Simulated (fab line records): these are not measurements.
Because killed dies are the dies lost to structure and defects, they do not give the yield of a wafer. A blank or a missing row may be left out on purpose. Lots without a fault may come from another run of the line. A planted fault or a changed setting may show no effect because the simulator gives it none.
Split-lot trial + flow n5-finfet + 21 wafers read across 7 lots, on a route 1938 steps long

== THE SPLIT ITSELF ==
At N5_BEOL_M11_PECVD_70 (deposits SiO2 from TEOS/O2, target thk 20 nm, time 22.7 s), the setting temp-c was moved away from the recipe's 400 C on 5 of the 21 wafers read, by -1.4% to +4.4%. All remaining wafers had this setting at the recipe value.

The split's own step is where the reading is taken.

== THE READING ==
SiO2_of_BEOL_M11_PECVD_70.thk-nm (the simulator's own value, which no gauge read), in nm, at N5_BEOL_M11_PECVD_70 (deposits SiO2 from TEOS/O2, target thk 20 nm, time 22.7 s). There is no usual value for it anywhere in the file. Average 19.9 nm, standard deviation 0.35 nm, over the 16 wafers here run with the recipe.

| wafer  | tool, chamber at the split | temp-c as run, C | against the recipe | SiO2_of_BEOL_M11_PECVD_70.thk-nm, nm | against lot-mates on the recipe |
|--------|----------------------------|------------------|--------------------|--------------------------------------|---------------------------------|
| L079.2 | pecvd-04, 0                | 410.2            | +2.6%              | 18.2                                 | -1.8                            |
| L079.5 | pecvd-04, 0,1              | 400              | recipe             | 20                                   | -                               |
| L079.6 | pecvd-04, 0,1              | 400              | recipe             | 20                                   | -                               |
| L080.1 | pecvd-02, 1                | 400              | recipe             | 19.6                                 | -                               |
| L080.5 | pecvd-02, 1                | 400              | recipe             | 20                                   | -                               |
| L080.6 | pecvd-02, 0                | 400              | recipe             | 20.4                                 | -                               |
| L083.1 | pecvd-03, 0,1              | 400              | recipe             | 19.4                                 | -                               |
| L083.2 | pecvd-03, 0,1              | 400              | recipe             | 19.4                                 | -                               |
| L083.4 | pecvd-03, 2                | 412              | +3.0%              | 18.2                                 | -1.2                            |
| L088.2 | pecvd-04, 1                | 400              | recipe             | 19.4                                 | -                               |
| L088.3 | pecvd-04, 0                | 400              | recipe             | 19.6                                 | -                               |
| L088.5 | pecvd-04, 0                | 394.4            | -1.4%              | 20.6                                 | +1.1                            |
| L092.2 | pecvd-02, 0                | 400              | recipe             | 20                                   | -                               |
| L092.5 | pecvd-02, 0                | 400              | recipe             | 20                                   | -                               |
| L092.6 | pecvd-02, 1                | 400              | recipe             | 19.6                                 | -                               |
| L095.1 | pecvd-04, 1                | 400              | recipe             | 20.2                                 | -                               |
| L095.3 | pecvd-04, 2,1              | 400              | recipe             | 20.4                                 | -                               |
| L095.6 | pecvd-04, 2,1              | 400              | recipe             | 20.4                                 | -                               |
| L097.2 | pecvd-04, 1                | 417.5            | +4.4%              | 17.6                                 | -2.2                            |
| L097.3 | pecvd-04, 0                | 400              | recipe             | 19.8                                 | -                               |
| L097.6 | pecvd-04, 0                | 417.5            | +4.4%              | 17.8                                 | -2.0                            |
The file does not say which wafer passed through which chamber wherever a row lists several chambers: such a row stands for several wafers.

THE FIT
A straight line over all 21 wafers: SiO2_of_BEOL_M11_PECVD_70.thk-nm changes by -0.527 nm for each +1% of temp-c; r = -0.93; the points scatter about the line by 0.33 nm.
The same after taking each lot's own level away (the mean of its wafers on the recipe; 21 wafers): -0.509 nm for each +1%; r = -0.96; scatter 0.23 nm.
Per that fit: largest temp-c move, reading shift of 2.2 nm.
Measured against the standard deviation above, the lots' own levels, which go from 19.40 to 20.33 nm, span 2.7 times it.
Hence the lot-to-lot level has little effect on the slope; both slopes agree.
Check: for one of the wafers moved furthest among these (+4.4%), held out of the fit, the line's prediction against its lot-mates is -2.21 nm. It came out at -2.2 nm against them.

== OTHER SPLITS APPLIED TO THESE WAFERS ==
Note: prior to the reading, these wafers also went through further splits. Each is held against what the fit with the lots' levels taken away leaves over:
| other split on the same wafers | wafers away from the commonest value | r with SiO2_of_BEOL_M11_PECVD_70.thk-nm (lot level and that fit taken away) |
|--------------------------------|--------------------------------------|-----------------------------------------------------------------------------|
| N5_BEOL_M7_ILD_DEP_00 time-s   | 4                                    | +0.15                                                                       |
| N5_BEOL_M7_ETCH_41 bias-w      | 8                                    | -0.05                                                                       |
| N5_BEOL_M9_COAT_60 spin-rpm    | 9                                    | +0.21                                                                       |
| N5_BEOL_M9_ETCH_62 time-s      | 7                                    | +0.30                                                                       |
| N5_BEOL_M10_EXPOSE_08 dose-mj  | 7                                    | -0.11                                                                       |

== FILE'S OWN FIT ==
SiO2_of_BEOL_M11_PECVD_70.thk-nm changes by -0.517 nm for each +1% of temp-c, r = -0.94.
